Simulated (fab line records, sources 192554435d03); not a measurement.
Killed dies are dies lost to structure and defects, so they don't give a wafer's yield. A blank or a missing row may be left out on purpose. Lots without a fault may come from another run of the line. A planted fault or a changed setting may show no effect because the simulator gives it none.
Split-lot experiment | flow n5_finfet | 7 lots, 39 wafers read, on a route of 1938 steps

THE SPLIT
At N5_BEOL_M5_HM_DEP_02 (deposits TiN, target thk 20 nm), the setting target_thk_a was moved away from the recipe's 200 angstrom on 9 of the 39 wafers read, by -59.7% to +51.6%. The other wafers ran this setting at the recipe's value.

FROM THE SPLIT TO THE READING: what the file shows between them, 4 steps
- N5_BEOL_M5_COAT_59: time 60 s, resist thk 60 nm
- N5_BEOL_M5_COAT_60: time 60 s, resist thk 12 nm
- N5_BEOL_M5_STRIP_73: strips in N2/H2
- N5_BEOL_M5_STRIP_64: strips in CF4

THE READING
etch.depth_nm (the simulator's own value, which no gauge read), in nm, at N5_BEOL_M5_HM_OPEN_17 (chemistry Cl2/BCl3, target TiN, target depth 20 nm, overetch 6 nm). The file gives no usual value for it. The 30 wafers here that ran the recipe average 19.981 nm, standard deviation 0.17 nm.

wafer  | tool, chamber at the split | target_thk_a as run, angstrom | against the recipe | etch.depth_nm, nm | against lot-mates on the recipe
L076.1 | pvd_sputter-01, -          | 303.1                         | +51.6%             | 26.21             | +6.460
L076.5 | pvd_sputter-01, -          | 303.1                         | +51.6%             | 26.21             | +6.460
L076.2 | pvd_sputter-01, -          | 200                           | recipe             | 19.68             | -
L076.3 | pvd_sputter-01, -          | 200                           | recipe             | 19.71             | -
L076.4 | pvd_sputter-01, -          | 200                           | recipe             | 19.86             | -
L076.6 | pvd_sputter-01, -          | 303.1                         | +51.6%             | 26.05             | +6.300
L080.1 | pvd_sputter-01, -          | 200                           | recipe             | 19.93             | -
L080.2 | pvd_sputter-01, -          | 80.52                         | -59.7%             | 8.309             | -11.714
L080.3 | pvd_sputter-01, -          | 200                           | recipe             | 19.97             | -
L080.4 | pvd_sputter-01, -          | 200                           | recipe             | 20.17             | -
L080.5 | pvd_sputter-01, -          | 80.52                         | -59.7%             | 8.093             | -11.930
L080.6 | pvd_sputter-01, -          | 80.52                         | -59.7%             | 8.324             | -11.699
L081.1 | pvd_sputter-01, -          | 200                           | recipe             | 19.97             | -
L081.2 | pvd_sputter-01, -          | 200                           | recipe             | 19.84             | -
L081.3 | pvd_sputter-01, -          | 200                           | recipe             | 19.84             | -
L081.4 | pvd_sputter-01, -          | 200                           | recipe             | 19.7              | -
L081.5 | pvd_sputter-01, -          | 200                           | recipe             | 19.78             | -
L081.6 | pvd_sputter-01, -          | 200                           | recipe             | 19.85             | -
L082.1 | pvd_sputter-01, -          | 200                           | recipe             | 19.99             | -
L082.2 | pvd_sputter-01, -          | 200                           | recipe             | 19.79             | -
L082.3 | pvd_sputter-01, -          | 200                           | recipe             | 19.77             | -
L082.4 | pvd_sputter-01, -          | 200                           | recipe             | 19.88             | -
L082.5 | pvd_sputter-01, -          | 200                           | recipe             | 20.02             | -
L082.6 | pvd_sputter-01, -          | 200                           | recipe             | 20.02             | -
L086.1 | pvd_sputter-02, -          | 200                           | recipe             | 20.17             | -
L086.5 | pvd_sputter-02, -          | 200                           | recipe             | 20.15             | -
L086.6 | pvd_sputter-02, -          | 200                           | recipe             | 20.24             | -
L088.1 | pvd_sputter-02, -          | 200                           | recipe             | 19.96             | -
L088.2 | pvd_sputter-02, -          | 200                           | recipe             | 20.06             | -
L088.3 | pvd_sputter-02, -          | 200                           | recipe             | 20.11             | -
L088.5 | pvd_sputter-02, -          | 200                           | recipe             | 20.11             | -
L088.4 | pvd_sputter-02, -          | 200                           | recipe             | 20.14             | -
L088.6 | pvd_sputter-02, -          | 200                           | recipe             | 20                | -
L096.1 | pvd_sputter-02, -          | 200                           | recipe             | 20.22             | -
L096.2 | pvd_sputter-02, -          | 94.67                         | -52.7%             | 9.78              | -10.457
L096.3 | pvd_sputter-02, -          | 94.67                         | -52.7%             | 9.705             | -10.532
L096.4 | pvd_sputter-02, -          | 200                           | recipe             | 20.19             | -
L096.5 | pvd_sputter-02, -          | 200                           | recipe             | 20.3              | -
L096.6 | pvd_sputter-02, -          | 94.67                         | -52.7%             | 9.761             | -10.476

THE FIT
A straight line over all 39 wafers: etch.depth_nm changes by +0.17 nm for each +1% of target_thk_a; r = +0.98; the points scatter about the line by 0.85 nm.
The same after taking each lot's own level away (the mean of its wafers on the recipe; 39 wafers): +0.174 nm for each +1%; r = +0.98; scatter 0.81 nm.
On that fit, the largest move of target_thk_a shifts the reading by 10 nm.
The lots' own levels span 19.7500 to 20.2367 nm, that is 2.8 times the standard deviation above.
So the lot-to-lot level changes the slope little: the two slopes agree.
Check: with one of the wafers moved furthest among these (-59.7%) left out of the fit, the line predicts -10.6 nm for it against its lot-mates. It came out at -11.7 nm against them.

OTHER SPLITS ON THESE WAFERS
These wafers also went through other splits before the reading. Each is held against what the fit with the lots' levels taken away leaves over:
other split on the same wafers          | wafers away from the commonest value | r with etch.depth_nm (lot level and that fit taken away)
N5_ZERO_LAYER_DEVELOP_10 develop_time_s | 15                                   | -0.43
N5_FIN_SAQP_ETCH_69 target_depth_a      | 9                                    | +0.25
N5_MOL_CONTACT_COAG_ETCHBACK_135 time_s | 9                                    | -0.04
N5_BEOL_M2_DESCUM_33 time_s             | 12                                   | -0.13

THE WHOLE CHAIN: every reading that the file lists as answering this split, in the file's order
step                  | what it does                                                      | reading                                                                          | change (the file's fit)               | r (the file's)
N5_BEOL_M5_HM_DEP_02  | deposits TiN, target thk 20 nm                                    | TiN_of_BEOL_M5_HM_DEP_02.thk_nm (the simulator's own value, which no gauge read) | +0.198 nm for each +1% of the setting | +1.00
N5_BEOL_M5_HM_OPEN_17 | chemistry Cl2/BCl3, target TiN, target depth 20 nm, overetch 6 nm | etch.depth_nm (the simulator's own value, which no gauge read)                   | +0.176 nm for each +1% of the setting | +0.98

THE FILE'S OWN FIT
etch.depth_nm changes by +0.176 nm for each +1% of target_thk_a, r = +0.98.
